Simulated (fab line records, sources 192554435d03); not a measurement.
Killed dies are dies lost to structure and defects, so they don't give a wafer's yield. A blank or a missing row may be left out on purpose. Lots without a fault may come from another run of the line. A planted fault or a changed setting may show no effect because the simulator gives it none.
fab line records | flow n5_finfet
record lots=5 wafers=15 last_day=17
route steps=1938 shown MOL_CONTACT_COAG@541
lots that met no fault: from a run of the same line without faults
start_h: hours from the record's first day to the start of the lot's first wafer shown | wait_h: hours since the lot's step before | " the same as in the row above | L1.1+2: a row that stands for several wafers | - no value, or no start given | * or withheld: withheld | < > ~ a bound
route shown NAME@n: a module of which the file shows steps, and the number in the route of the first | usual: mean/standard deviation of fault-free wafers | same: alike in all rows | chamber/n: place in a boat | sites: the reading at each site | _std_site: their standard deviation | _edge_site: outer sites' mean less inner sites' | radius_mm: how far each site lies from the wafer's centre | mask NAME#n: copy n | behind: the tool/chamber that last shaped the wafer | hold: why the lot was held/for how many hours/how that ended | device: the transistor (n, p or np) that didn't switch | end of line: the same wafers' tests at the end of the route | a step without rows: its recipe alone | killed: dies lost to structure and defects at the first sort, not the wafer's yield | map: a wafer's dies, x killed, . not, _ none there
set.NAME: the setting as run; set.NAME@STEP: as run at that earlier step | model.NAME: the simulator's own value behind a step, which no gauge read
lots at some steps of the route; a table a step, a row a wafer
services: from which hour (start_h, from the record's first day; less than 0 if before it) a tool's chamber was out of use, for how many hours, and why
## steps
# step N5_MOL_CONTACT_COAG_IMPLANT_129
# recipe species=Ge energy_kev=3 dose_cm2=6e+14 tilt_deg=0 rotation_deg=0
# usual tilt_deg=0.005/0.02
# columns lot.wafer tool chamber start_h wait_h tilt_deg
L085.3 implanter-02 0 151.76 0.1 0.022
L085.4 " 0 " " 0.025
L085.5 " 0 " " 0.011
L086.1 implanter-01 0 161.21 0.0 0.001
L086.3 " 0 " " -0.024
L086.4 " 0 " " -0.035
L087.1 implanter-02 0 167.47 0.0 0.022
L087.4 " 0 " " 0.007
L087.5 " 0 " " 0.022
L091.3 implanter-02 0 192.72 0.1 0.000
L091.5 " 0 " " 0.034
L091.6 " 0 " " 0.001
L092.2 implanter-02 0 194.73 0.1 -0.003
L092.5 " 0 " " 0.005
L092.6 " 0 " " 0.011
# step N5_MOL_CONTACT_COAG_PRECLEAN_111
# recipe chemistry=NF3:NH3 afs_cycles=1 temp_c=30 time_s=20 sublimation_temp_c=180 sublimation_time_s=60 pressure_torr=3 rf_power_w=30
# usual sublimation_temp_c=179.99/0.16
# columns lot.wafer tool chamber start_h wait_h sublimation_temp_c
L085.3 remote_plasma-02 1 152.59 0.8 180.04
L085.4 " 1 " " 179.98
L085.5 " 1 " " 179.92
L086.1 remote_plasma-02 0 161.77 0.5 180.19
L086.3 " 0 " " 180.10
L086.4 " 0 " " 180.40
L087.1 remote_plasma-01 0 167.95 0.5 180.08
L087.4 " 0 " " 179.99
L087.5 " 0 " " 180.34
L091.3 remote_plasma-02 0 192.94 0.2 180.28
L091.5 " 0 " " 179.89
L091.6 " 0 " " 180.17
L092.2 remote_plasma-01 0 194.99 0.2 179.90
L092.5 " 0 " " 179.83
L092.6 " 0 " " 179.85
# step N5_MOL_CONTACT_COAG_TI_SIL_19
# recipe material=Ti target_thk_a=42 temp_c=200 chamber_pressure_pa=5 power_w=5000 time_s=15
# usual throttle_valve_pct=30.3/1
# columns lot.wafer tool chamber start_h wait_h throttle_valve_pct
L085.3 pvd_sputter-02 - 153.38 0.8 31.6
L085.4 " - " " 29.4
L085.5 " - " " 29.8
L086.1 pvd_sputter-02 - 163.89 2.1 30.2
L086.3 " - " " 30.0
L086.4 " - " " 29.3
L087.1 pvd_sputter-03 - 168.22 0.2 29.5
L087.4 " - " " 29.4
L087.5 " - " " 30.6
L091.3 pvd_sputter-01 - 193.11 0.1 28.9
L091.5 " - " " 28.8
L091.6 " - " " 32.0
L092.2 pvd_sputter-03 - 195.16 0.1 29.7
L092.5 " - " " 30.8
L092.6 " - " " 31.4
# step N5_MOL_CONTACT_COAG_ALD_20
# recipe material=TiN target_thk_a=15 temp_c=400 ald_precursor_family=TiCl4 ald_co_reactant=NH3 pulse_time_s=1 purge_time_s=3 co_reactant_purge_time_s=2 co_reactant_pulse_time_s=2 ald_cycles=68 pressure_torr=3
# usual heater_power_w=889/89 precursor_pulse_height_rel=1.001/0.017
# same co_reactant_purge_time_s=2
# columns lot.wafer tool chamber start_h wait_h heater_power_w precursor_pulse_height_rel
L085.3 ald_metal-01 2 153.50 0.1 916 1.039
L085.4 " 3 " " 824 1.011
L085.5 " 2 " " 929 1.015
L086.1 ald_metal-04 1 164.01 0.1 986 0.992
L086.3 " 2 " " 759 1.002
L086.4 " 0 " " 1043 0.966
L087.1 ald_metal-03 1 168.44 0.2 1053 1.005
L087.4 " 3 " " 754 0.996
L087.5 " 0 " " 854 0.988
L091.3 ald_metal-03 0 193.23 0.1 896 0.989
L091.5 " 0 " " 880 1.004
L091.6 " 1 " " 1018 1.017
L092.2 ald_metal-01 1 195.28 0.1 842 1.008
L092.5 " 0 " " 902 1.030
L092.6 " 3 " " 832 1.004
# step N5_MOL_CONTACT_COAG_SIL_ANNEAL_21
# recipe temp_c=550 time_s=60 ambient=N2
# usual lamp_power_pct=6.1/0.46 wafer_temp_C_max=552.9/0.63
# columns lot.wafer tool chamber start_h wait_h lamp_power_pct wafer_temp_C_max
L085.3 rtp_anneal-01 0 153.94 0.3 5.7 552.6
L085.4 " 0 " " 5.7 553.0
L085.5 " 0 " " 5.7 552.9
L086.1 rtp_anneal-02 0 164.46 0.3 6.6 551.6
L086.3 " 0 " " 6.6 552.4
L086.4 " 0 " " 6.6 552.2
L087.1 rtp_anneal-02 0 168.82 0.2 6.6 553.0
L087.4 " 0 " " 6.6 552.8
L087.5 " 0 " " 6.6 553.2
L091.3 rtp_anneal-01 0 193.67 0.3 5.7 553.8
L091.5 " 0 " " 5.7 553.4
L091.6 " 0 " " 5.7 553.1
L092.2 rtp_anneal-02 0 195.69 0.2 6.6 551.8
L092.5 " 0 " " 6.6 552.7
L092.6 " 0 " " 6.6 552.0
# step N5_MOL_CONTACT_COAG_PRE_CLEAN_141
# recipe gas=H2/He time_s=60 temp_c=300
# usual heater_power_w=459/31
# columns lot.wafer tool chamber start_h wait_h heater_power_w
L085.3 pvd_sputter-03 - 154.44 0.5 449
L085.4 " - " " 435
L085.5 " - " " 503
L086.1 pvd_sputter-02 - 165.17 0.7 421
L086.3 " - " " 453
L086.4 " - " " 497
L087.1 pvd_sputter-03 - 171.44 2.6 443
L087.4 " - " " 442
L087.5 " - " " 443
L091.3 pvd_sputter-03 - 195.00 1.3 442
L091.5 " - " " 490
L091.6 " - " " 489
L092.2 pvd_sputter-03 - 196.34 0.6 446
L092.5 " - " " 497
L092.6 " - " " 442
# step N5_MOL_CONTACT_COAG_SPUTTER_143
# recipe material=Co target_thk_a=25 temp_c=25 chamber_pressure_pa=0.2
# usual throttle_valve_pct=30.2/0.95
# columns lot.wafer tool chamber start_h wait_h throttle_valve_pct
L085.3 pvd_sputter-03 - 154.50 0.0 31.2
L085.4 " - " " 31.4
L085.5 " - " " 29.7
L086.1 pvd_sputter-02 - 165.23 0.0 29.4
L086.3 " - " " 30.3
L086.4 " - " " 31.8
L087.1 pvd_sputter-03 - 171.50 0.0 31.4
L087.4 " - " " 31.6
L087.5 " - " " 30.6
L091.3 pvd_sputter-03 - 195.06 0.0 31.2
L091.5 " - " " 29.9
L091.6 " - " " 29.1
L092.2 pvd_sputter-03 - 196.40 0.0 30.6
L092.5 " - " " 28.9
L092.6 " - " " 30.7
# step N5_MOL_CONTACT_COAG_CO_FILL_22
# recipe material=Co target_thk_a=200 temp_c=200 precursor=CCTBA/H2 pressure_torr=30
# usual heater_power_w=243/24
# columns lot.wafer tool chamber start_h wait_h heater_power_w
L085.3 cvd_co-02 1 154.62 0.1 209
L085.4 " 0 " " 265
L085.5 " 2 " " 236
L086.1 cvd_co-01 0 165.35 0.1 260
L086.3 " 1 " " 221
L086.4 " 0 " " 261
L087.1 cvd_co-02 0 171.62 0.1 277
L087.4 " 0 " " 271
L087.5 " 2 " " 241
L091.3 cvd_co-02 0 195.18 0.1 277
L091.5 " 1 " " 201
L091.6 " 0 " " 278
L092.2 cvd_co-02 1 196.52 0.1 201
L092.5 " 2 " " 247
L092.6 " 1 " " 201
# step N5_MOL_CONTACT_COAG_ANNEAL_113
# recipe temp_c=400 time_s=300 ambient=H2/N2
# usual lamp_power_pct=2.59/0.19 wafer_temp_C_max=402.0/0.5
# columns lot.wafer tool chamber start_h wait_h lamp_power_pct wafer_temp_C_max
L085.3 rtp_anneal-02 0 155.56 0.6 2.84 402.2
L085.4 " 0 " " 2.84 401.7
L085.5 " 0 " " 2.84 401.4
L086.1 rtp_anneal-01 0 165.98 0.3 2.45 402.4
L086.3 " 0 " " 2.45 402.1
L086.4 " 0 " " 2.44 402.4
L087.1 rtp_anneal-02 0 172.24 0.3 2.84 401.0
L087.4 " 0 " " 2.84 401.1
L087.5 " 0 " " 2.83 401.3
L091.3 rtp_anneal-02 0 196.14 0.7 2.84 401.4
L091.5 " 0 " " 2.84 401.5
L091.6 " 0 " " 2.84 401.9
L092.2 rtp_anneal-01 0 197.29 0.5 2.45 402.2
L092.5 " 0 " " 2.45 402.6
L092.6 " 0 " " 2.45 402.7
# step N5_MOL_CONTACT_COAG_PRE_CLEAN_142
# recipe gas=H2/He time_s=60 temp_c=300
# usual heater_power_w=450/29
# columns lot.wafer tool chamber start_h wait_h heater_power_w
L085.3 pvd_sputter-01 - 157.47 1.8 458
L085.4 " - " " 423
L085.5 " - " " 418
L086.1 pvd_sputter-02 - 168.15 2.0 497
L086.3 " - " " 458
L086.4 " - " " 521
L087.1 pvd_sputter-01 - 174.48 2.1 440
L087.4 " - " " 463
L087.5 " - " " 421
L091.3 pvd_sputter-01 - 197.93 1.6 429
L091.5 " - " " 457
L091.6 " - " " 431
L092.2 pvd_sputter-02 - 198.80 1.4 447
L092.5 " - " " 427
L092.6 " - " " 493
# step N5_MOL_CONTACT_COAG_SPUTTER_130
# recipe material=Co target_thk_a=475 temp_c=25 chamber_pressure_pa=0.5 power_w=3000
# usual throttle_valve_pct=30.2/1
# columns lot.wafer tool chamber start_h wait_h throttle_valve_pct
L085.3 pvd_sputter-01 - 157.53 0.0 30.2
L085.4 " - " " 28.7
L085.5 " - " " 28.4
L086.1 pvd_sputter-02 - 168.21 0.0 31.7
L086.3 " - " " 30.1
L086.4 " - " " 29.9
L087.1 pvd_sputter-01 - 174.54 0.0 31.6
L087.4 " - " " 30.4
L087.5 " - " " 30.1
L091.3 pvd_sputter-01 - 197.99 0.0 30.1
L091.5 " - " " 30.3
L091.6 " - " " 31.7
L092.2 pvd_sputter-02 - 198.86 0.0 29.9
L092.5 " - " " 29.3
L092.6 " - " " 31.8
# step N5_MOL_CONTACT_COAG_PRECLEAN_125
# recipe chemistry=DIW time_s=57.5 temp_c=23
# columns lot.wafer tool chamber start_h wait_h
L085.3+4+5 wet_bench-04 3,1,2 157.68 0.1
L086.1+3+4 wet_bench-04 6,1,3 168.34 0.1
L087.1+4+5 wet_bench-03 3,7,2 174.67 0.1
L091.3+5+6 wet_bench-05 1,5,7 198.12 0.1
L092.2+5+6 wet_bench-03 2,1,6 198.99 0.1
# step N5_MOL_CONTACT_COAG_SRD_126
# recipe dry_time_s=32 dry=n2_spin spin_rpm=1500
# columns lot.wafer tool chamber start_h wait_h
L085.3+4+5 wet_bench-04 3,1,2 157.69 0.0
L086.1+3+4 wet_bench-04 6,1,3 168.38 0.0
L087.1+4+5 wet_bench-03 3,7,2 174.69 0.0
L091.3+5+6 wet_bench-05 1,5,7 198.14 0.0
L092.2+5+6 wet_bench-03 2,1,6 199.01 0.0
# step N5_MOL_CONTACT_COAG_CMP_23
# recipe stop_on=SiO2 t_overpolish_s=1.5 post_cmp_clean=cu_alkaline down_force_psi=2 platen_rpm=50.289 pad_velocity_m_s=1.0006 target_thk_nm=0
# usual motor_current_A=7.9/0.77 overpolish_run_s=1.498/0.0094 slurry_flow_ml_min=149.9/0.46 time_to_endpoint_s=10.6/2.8
# columns lot.wafer tool chamber start_h wait_h motor_current_A overpolish_run_s slurry_flow_ml_min time_to_endpoint_s
L085.4 cmp-04 1 157.80 0.1 6.7 1.513 150.9 8.8
L085.3 " 2 " " 7.7 1.508 150.0 8.1
L085.5 " 0 " " 7.5 1.503 149.9 11.6
L086.1 cmp-04 0 168.42 0.0 8.5 1.489 149.9 10.2
L086.3 " 1 " " 7.1 1.498 149.8 8.6
L086.4 " 3 " " 7.9 1.500 149.6 9.7
L087.1 cmp-03 3 174.76 0.1 7.9 1.510 149.5 6.5
L087.4 " 1 " " 7.5 1.505 151.0 15.4
L087.5 " 2 " " 9.9 1.488 149.6 4.8
L091.3 cmp-02 2 198.17 0.0 8.6 1.509 149.8 9.0
L091.6 " 2 " " 8.0 1.487 150.0 9.7
L091.5 " 3 " " 8.8 1.500 149.6 10.4
L092.2 cmp-04 2 199.08 0.1 7.3 1.519 150.1 10.5
L092.6 " 1 " " 7.2 1.495 149.5 9.8
L092.5 " 2 " " 7.3 1.502 150.4 9.5
# step N5_MOL_CONTACT_COAG_WET_ETCH_26
# recipe target=Co target_depth_nm=13
# columns lot.wafer tool chamber start_h wait_h
L085.3+4+5 wet_bench-03 4,7,3 158.08 0.0
L086.1+3+4 wet_bench-03 5,7,6 168.77 0.0
L087.1+4+5 wet_bench-03 2,0,1 175.07 0.0
L091.3+5+6 wet_bench-04 6,5,2 198.52 0.0
L092.2+5+6 wet_bench-03 0,1,6 199.39 0.0
# step N5_MOL_CONTACT_COAG_WET_ETCH_116
# recipe chemistry=SC1-inhibited target_depth_nm=4.6 dry=ipa_marangoni rinse_time_s=30 rinse_temp_c=23
# usual rinse_temp_c=23.00/0.1
# columns lot.wafer tool chamber start_h wait_h rinse_temp_c
L085.3 wet_bench-03 4 158.23 0.0 22.97
L085.4 " 7 " " 23.06
L085.5 " 3 " " 22.98
L086.1 wet_bench-03 5 168.92 0.0 22.91
L086.3 " 7 " " 23.01
L086.4 " 6 " " 23.05
L087.1 wet_bench-03 2 175.22 0.0 23.05
L087.4 " 0 " " 22.82
L087.5 " 1 " " 23.05
L091.3 wet_bench-04 6 198.82 0.0 22.95
L091.5 " 5 " " 22.85
L091.6 " 2 " " 23.05
L092.2 wet_bench-03 0 199.54 0.0 22.92
L092.5 " 1 " " 22.99
L092.6 " 6 " " 22.93
# step N5_MOL_CONTACT_COAG_ALD_27
# recipe material=SiOC target_thk_a=170 temp_c=400 ald_precursor_family=carbosiloxane ald_co_reactant=H2-plasma pulse_time_s=1.5 time_s=2720 purge_time_s=2 co_reactant_purge_time_s=2 ald_cycles=340 pressure_torr=2
# usual heater_power_w=870/82 precursor_pulse_height_rel=1.001/0.022
# same co_reactant_purge_time_s=2
# columns lot.wafer tool chamber start_h wait_h heater_power_w precursor_pulse_height_rel
L085.3 ald_sin-04 0 159.91 1.4 931 1.021
L085.4 " 3 " " 737 1.003
L085.5 " 0 " " 971 0.964
L086.1 ald_sin-03 3 169.24 0.0 833 0.985
L086.3 " 0 " " 918 0.981
L086.4 " 2 " " 868 0.976
L087.1 ald_sin-01 3 175.54 0.0 757 0.996
L087.4 " 0 " " 785 0.981
L087.5 " 2 " " 925 0.976
L091.3 ald_sin-01 2 199.43 0.0 923 1.020
L091.5 " 0 " " 797 0.976
L091.6 " 3 " " 764 1.022
L092.2 ald_sin-03 3 201.15 1.3 784 1.018
L092.5 " 1 " " 914 0.978
L092.6 " 0 " " 914 1.014
# step N5_MOL_CONTACT_COAG_CMP_28
# recipe stop_on=SiNx t_overpolish_s=0.85 post_cmp_clean=alkaline_brush down_force_psi=4.15 platen_rpm=51.8 pad_velocity_m_s=1.0307 target_thk_nm=14.522
# usual motor_current_A=12.2/1.1 slurry_flow_ml_min=150.0/0.48 time_to_endpoint_s=5.8/2.6
# columns lot.wafer tool chamber start_h wait_h motor_current_A slurry_flow_ml_min time_to_endpoint_s
L085.4 cmp-02 3 161.55 0.9 14.2 149.2 6.9
L085.3 " 0 " " 12.3 149.3 10.1
L085.5 " 2 " " 12.9 150.5 6.1
L086.4 cmp-02 2 170.81 0.8 12.5 150.3 4.8
L086.1 " 0 " " 12.3 150.1 6.9
L086.3 " 1 " " 11.6 150.4 9.0
L087.1 cmp-02 3 177.11 0.8 13.9 149.7 7.5
L087.4 " 1 " " 12.0 150.2 9.9
L087.5 " 3 " " 13.1 150.0 8.3
L091.3 cmp-03 2 201.00 0.8 14.8 149.9 2.9
L091.5 " 2 " " 14.9 150.2 5.1
L091.6 " 3 " " 11.6 149.4 3.5
L092.2 cmp-04 0 202.71 0.8 12.9 149.5 9.4
L092.5 " 0 " " 12.8 149.6 10.1
L092.6 " 1 " " 10.6 149.5 4.9
# step N5_MOL_CONTACT_COAG_THK_MEAS_29
# recipe reads=SiNx_of_GATE_CUT_PECVD_57+SiNx_of_GATE_CUT_SAC_CAP_01
# usual MD_CAP_THK=17.93/0.1
# columns lot.wafer tool chamber start_h wait_h MD_CAP_THK[nm]
L085.3 film_metro-02 - 161.78 - 17.97
L085.4 " - " " 18.00
L085.5 " - " " 17.97
L086.1 film_metro-02 - 171.11 - 18.00
L086.3 " - " " 17.91
L086.4 " - " " 17.93
L087.1 film_metro-02 - 177.41 - 17.96
L087.4 " - " " 17.86
L087.5 " - " " 18.07
L091.3 film_metro-02 - 201.30 - 17.80
L091.5 " - " " 17.96
L091.6 " - " " 18.03
L092.2 film_metro-01 - 203.01 - 18.04
L092.5 " - " " 17.79
L092.6 " - " " 18.03
# step N5_MOL_CONTACT_COAG_ALD_123
# recipe material=SiNx target_thk_a=50 temp_c=400 ald_precursor_family=SiH2I2 ald_co_reactant=N2/H2-plasma pulse_time_s=1 purge_time_s=2 co_reactant_purge_time_s=2 ald_cycles=100 pressure_torr=2
# usual heater_power_w=864/88 precursor_pulse_height_rel=1.000/0.021
# same co_reactant_purge_time_s=2
# columns lot.wafer tool chamber start_h wait_h heater_power_w precursor_pulse_height_rel
L085.3 ald_sin-04 3 161.81 0.0 723 0.997
L085.4 " 0 " " 953 1.015
L085.5 " 0 " " 957 0.999
L086.1 ald_sin-04 2 171.19 0.1 916 0.999
L086.3 " 3 " " 715 0.984
L086.4 " 0 " " 963 1.020
L087.1 ald_sin-04 3 177.90 0.5 722 0.991
L087.4 " 1 " " 875 1.022
L087.5 " 2 " " 912 0.985
L091.3 ald_sin-01 2 201.66 0.4 891 1.017
L091.5 " 2 " " 934 1.001
L091.6 " 1 " " 987 1.000
L092.2 ald_sin-04 3 203.05 0.0 731 0.961
L092.5 " 1 " " 856 1.022
L092.6 " 0 " " 954 1.038
# step N5_MOL_CONTACT_COAG_PECVD_31
# recipe material=SiO2 target_thk_a=460 temp_c=400 precursor=TEOS/O2 pressure_torr=6.5 rf_w=withheld teos_flow_sccm=withheld gas=O2 flow_sccm=2650 time_s=8.9
# columns lot.wafer tool chamber start_h wait_h
L085.3+4+5 pecvd-01 0,0,2 162.32 0.3
L086.1+3+4 pecvd-01 0,1,2 171.69 0.3
L087.1+4+5 pecvd-03 1,0,1 178.40 0.3
L091.3+5+6 pecvd-01 1,0,2 202.17 0.3
L092.2+5+6 pecvd-03 0,1,0 203.55 0.3
# step N5_MOL_CONTACT_COAG_COAT_75
# recipe resist=SOC temp_c=250 time_s=60 spin_rpm=1500 resist_thk_nm=60
# usual spin_speed_rpm=1499.9/0.94
# columns lot.wafer tool chamber start_h wait_h spin_speed_rpm
L085.3 litho_track-03 0 162.37 0.0 1500.0
L085.4 " 0 " " 1499.0
L085.5 " 0 " " 1499.1
L086.1 litho_track-02 0 171.75 0.0 1500.1
L086.3 " 0 " " 1498.7
L086.4 " 0 " " 1499.9
L087.1 litho_track-02 0 178.46 0.0 1498.9
L087.4 " 0 " " 1501.7
L087.5 " 0 " " 1500.5
L091.3 litho_track-03 0 202.22 0.0 1499.9
L091.5 " 0 " " 1501.0
L091.6 " 0 " " 1500.0
L092.2 litho_track-03 0 203.62 0.1 1499.9
L092.5 " 0 " " 1499.6
L092.6 " 0 " " 1499.2
# step N5_MOL_CONTACT_COAG_COAT_76
# recipe resist=SiARC temp_c=220 time_s=60 spin_rpm=1500 resist_thk_nm=10
# usual spin_speed_rpm=1499.9/1
# columns lot.wafer tool chamber start_h wait_h spin_speed_rpm
L085.3 litho_track-03 0 - - 1498.2
L085.4 " 0 " " 1499.3
L085.5 " 0 " " 1497.4
L086.1 litho_track-02 0 - - 1499.5
L086.3 " 0 " " 1501.6
L086.4 " 0 " " 1499.3
L087.1 litho_track-02 0 - - 1500.9
L087.4 " 0 " " 1499.5
L087.5 " 0 " " 1499.5
L091.3 litho_track-03 0 - - 1500.9
L091.5 " 0 " " 1498.4
L091.6 " 0 " " 1499.4
L092.2 litho_track-03 0 - - 1500.5
L092.5 " 0 " " 1500.9
L092.6 " 0 " " 1499.4
# step N5_MOL_CONTACT_COAG_COAT_77
# recipe resist=underlayer temp_c=205 time_s=60 spin_rpm=1500 resist_thk_nm=10
# usual spin_speed_rpm=1499.9/1
# columns lot.wafer tool chamber start_h wait_h spin_speed_rpm
L085.3 litho_track-03 0 - - 1500.9
L085.4 " 0 " " 1500.3
L085.5 " 0 " " 1500.4
L086.1 litho_track-02 0 - - 1499.5
L086.3 " 0 " " 1500.5
L086.4 " 0 " " 1502.0
L087.1 litho_track-02 0 - - 1501.0
L087.4 " 0 " " 1500.8
L087.5 " 0 " " 1499.5
L091.3 litho_track-03 0 - - 1498.7
L091.5 " 0 " " 1500.6
L091.6 " 0 " " 1499.0
L092.2 litho_track-03 0 - - 1500.9
L092.5 " 0 " " 1499.8
L092.6 " 0 " " 1500.8
# step N5_MOL_CONTACT_COAG_COAT_78
# recipe resist=CAR-EUV spin_rpm=1500 resist_thk_nm=40
# usual spin_speed_rpm=1500.0/0.9
# columns lot.wafer tool chamber start_h wait_h spin_speed_rpm
L085.3 litho_track-03 0 - - 1501.4
L085.4 " 0 " " 1500.8
L085.5 " 0 " " 1501.9
L086.1 litho_track-02 0 - - 1499.9
L086.3 " 0 " " 1500.8
L086.4 " 0 " " 1499.1
L087.1 litho_track-02 0 - - 1500.6
L087.4 " 0 " " 1499.7
L087.5 " 0 " " 1501.0
L091.3 litho_track-03 0 - - 1502.2
L091.5 " 0 " " 1499.4
L091.6 " 0 " " 1500.7
L092.2 litho_track-03 0 - - 1499.6
L092.5 " 0 " " 1499.6
L092.6 " 0 " " 1498.3
# step N5_MOL_CONTACT_COAG_EBR_80
# recipe solvent=PGMEA ebr_width_mm=1.5
# columns lot.wafer tool chamber start_h wait_h
L085.3+4+5 litho_track-03 0 - -
L086.1+3+4 litho_track-02 0 - -
L087.1+4+5 litho_track-02 0 - -
L091.3+5+6 litho_track-03 0 - -
L092.2+5+6 litho_track-03 0 - -
# step N5_MOL_CONTACT_COAG_SOFTBAKE_79
# recipe temp_c=110 time_s=60 resist=CAR-EUV
# columns lot.wafer tool chamber start_h wait_h
L085.3+4+5 litho_track-03 0 - -
L086.1+3+4 litho_track-02 0 - -
L087.1+4+5 litho_track-02 0 - -
L091.3+5+6 litho_track-03 0 - -
L092.2+5+6 litho_track-03 0 - -
# step N5_MOL_CONTACT_COAG_EXPOSE_81
# recipe mask_id=VG na=0.33 source_shape=annular sigma_inner=0.3 sigma_outer=0.7 polarization=unpolarized defocus_nm=0 dose_mj=59.5
# usual exposure_dose_mJ_cm2=59.41/0.092
# columns lot.wafer tool chamber start_h wait_h mask exposure_dose_mJ_cm2
L085.3 euv_scanner-02 0 162.66 - VG#0 59.39
L085.4 " 0 " " VG#0 59.39
L085.5 " 0 " " VG#0 59.46
L086.1 euv_scanner-01 0 172.02 - VG#0 59.40
L086.3 " 0 " " VG#0 59.24
L086.4 " 0 " " VG#0 59.33
L087.1 euv_scanner-01 0 178.59 - VG#0 59.37
L087.4 " 0 " " VG#0 59.34
L087.5 " 0 " " VG#0 59.31
L091.3 euv_scanner-01 0 202.38 - VG#0 59.42
L091.5 " 0 " " VG#0 59.32
L091.6 " 0 " " VG#0 59.47
L092.2 euv_scanner-01 0 203.77 - VG#0 59.28
L092.5 " 0 " " VG#0 59.38
L092.6 " 0 " " VG#0 59.30
# step N5_MOL_CONTACT_COAG_PEB_82
# recipe peb_temp_c=100 peb_time_s=60 resist=CAR-EUV
# columns lot.wafer tool chamber start_h wait_h
L085.3+4+5 litho_track-01 0 162.72 0.1
L086.1+3+4 litho_track-02 0 172.10 0.1
L087.1+4+5 litho_track-02 0 178.67 0.1
L091.3+5+6 litho_track-01 0 202.44 0.1
L092.2+5+6 litho_track-01 0 203.84 0.1
# step N5_MOL_CONTACT_COAG_DEVELOP_83
# recipe develop_time_s=30 developer=TMAH resist=CAR-EUV rinse_liquid=surfactant_rinse dry=air_spin dev_temp_c=23
# columns lot.wafer tool chamber start_h wait_h
L085.3+4+5 litho_track-01 0 - -
L086.1+3+4 litho_track-02 0 - -
L087.1+4+5 litho_track-02 0 - -
L091.3+5+6 litho_track-01 0 - -
L092.2+5+6 litho_track-01 0 - -
# step N5_MOL_CONTACT_COAG_CD_MEAS_84
# recipe target_cd_nm=25.1 landing_energy_ev=500 detector=se_inlens polarity=opening
# usual cd_nm=25.1/0.31
# columns lot.wafer tool chamber start_h wait_h cd_nm
L085.3 cd_sem-02 0 162.79 - 25.3
L085.4 " 0 " " 25.4
L085.5 " 0 " " 25.2
L086.1 cd_sem-02 0 172.17 - 24.6
L086.3 " 0 " " 25.3
L086.4 " 0 " " 24.8
L087.1 cd_sem-02 0 178.74 - 25.0
L087.4 " 0 " " 25.4
L087.5 " 0 " " 25.0
L091.3 cd_sem-01 0 202.50 - 25.3
L091.5 " 0 " " 25.3
L091.6 " 0 " " 25.1
L092.2 cd_sem-01 0 203.90 - 25.9
L092.5 " 0 " " 25.4
L092.6 " 0 " " 25.3
# step N5_MOL_CONTACT_COAG_OVL_MEAS_85
# recipe points_per_wafer=522
# usual VG_OVL=-0.2/0.8
# columns lot.wafer tool chamber start_h wait_h VG_OVL[nm]
L085.3 overlay-01 0 162.83 0.0 -0.3
L085.4 " 0 " " 0.1
L085.5 " 0 " " -0.7
L086.1 overlay-01 0 172.20 0.0 -1.6
L086.3 " 0 " " -2.0
L086.4 " 0 " " -1.1
L087.1 overlay-01 0 178.77 0.0 0.3
L087.4 " 0 " " -0.7
L087.5 " 0 " " -1.1
L091.3 overlay-02 0 202.54 0.0 1.4
L091.5 " 0 " " 1.2
L091.6 " 0 " " 0.7
L092.2 overlay-01 0 203.94 0.0 -1.6
L092.5 " 0 " " -0.2
L092.6 " 0 " " -0.9
# step N5_MOL_CONTACT_COAG_INSPECT_57
# recipe mode=adi inspect_instrument=brightfield
# usual raw_defect_count=190/49
# columns lot.wafer tool chamber start_h wait_h raw_defect_count
L085.3 defect_inspect-02 - 162.88 0.0 118
L085.4 " - " " 183
L085.5 " - " " 158
L086.1 defect_inspect-01 - 172.26 0.1 214
L086.3 " - " " 142
L086.4 " - " " 137
L087.1 defect_inspect-01 - 178.82 0.1 178
L087.4 " - " " 147
L087.5 " - " " 129
L091.3 defect_inspect-02 - 202.59 0.0 149
L091.5 " - " " 119
L091.6 " - " " 168
L092.2 defect_inspect-01 - 203.99 0.0 199
L092.5 " - " " 227
L092.6 " - " " 173
# step N5_MOL_CONTACT_COAG_DESCUM_88
# recipe chemistry=O2 time_s=7 source_power_w=50 bias_power_w=20 pressure_mtorr=20 rf_frequency_hz=2.712e+07 temp_c=40 resist=CAR-EUV o2_flow_sccm=225
# usual drypump_motor_current_A=5.7/0.4 oes_product_au=0.77/0.094 rf_vpp_V=243.6/1.3 showerhead_plenum_p_Torr=2.12/0.065 throttle_valve_pct=20.47/0.19
# columns lot.wafer tool chamber start_h wait_h drypump_motor_current_A oes_product_au rf_hours_counter_h rf_vpp_V showerhead_plenum_p_Torr throttle_valve_pct
L085.3 rie_diel-06 2 162.91 0.0 6.4 0.95 7 244.4 2.16 20.33
L085.4 " 1 " " 6.5 0.69 250 244.4 2.14 20.39
L085.5 " 2 " " 6.4 0.95 - 242.8 2.16 20.34
L086.1 rie_diel-04 2 172.29 0.0 5.8 0.82 106 244.6 2.21 20.57
L086.3 " 1 " " 5.4 0.73 228 245.9 2.16 20.53
L086.4 " 0 " " 5.3 0.67 242 243.0 2.16 20.89
L087.1 rie_diel-04 0 178.86 0.0 5.3 0.66 244 243.4 2.16 20.87
L087.4 " 1 " " 5.4 0.72 - 243.4 2.15 20.52
L087.5 " 0 " " 5.3 0.66 - 244.5 2.16 20.88
L091.3 rie_diel-04 2 202.62 0.0 5.9 0.82 115 246.5 2.21 20.57
L091.5 " 3 " " 5.3 0.72 - 242.8 2.06 20.67
L091.6 " 2 " " 5.9 0.81 - 244.8 2.21 20.57
L092.2 rie_diel-05 2 204.03 0.0 5.7 0.77 133 245.4 2.19 20.41
L092.5 " 3 " " 6.1 0.68 - 242.6 2.05 20.50
L092.6 " 2 " " 5.7 0.76 - 243.3 2.19 20.43
## services
# columns tool chamber start_h hours kind
ald_metal-03 - 129.05 2.8 pm
cvd_co-02 - 130.46 0.2 repair
pecvd-01 2 131.50 6.3 repair
euv_scanner-01 0 132.39 - calibration
cmp-04 - 140.74 4.0 pm
ald_metal-04 - 143.52 6.0 pm
cmp-04 - 144.74 - consumable_replace:conditioner
rtp_anneal-01 - 151.01 1.8 pm
litho_track-02 - 151.01 - consumable_replace:filter
euv_scanner-01 - 151.86 1.0 pm
cmp-02 - 155.54 2.0 repair
ald_sin-01 - 157.80 2.8 pm
cmp-02 - 163.44 3.8 pm
ald_metal-01 - 163.46 14.6 pm
rie_diel-05 0 167.07 5.0 repair
cmp-04 - 171.47 3.7 pm
euv_scanner-02 - 171.98 1.0 pm
rie_diel-04 2 175.54 3.6 repair
ald_sin-03 - 178.32 14.0 pm
rie_diel-05 1 183.42 12.0 repair
cmp-03 - 185.96 4.0 pm
euv_scanner-02 - 187.31 4.6 pm
cvd_co-02 - 200.41 6.9 pm
cmp-03 - 202.86 7.1 pm
## key
fault none
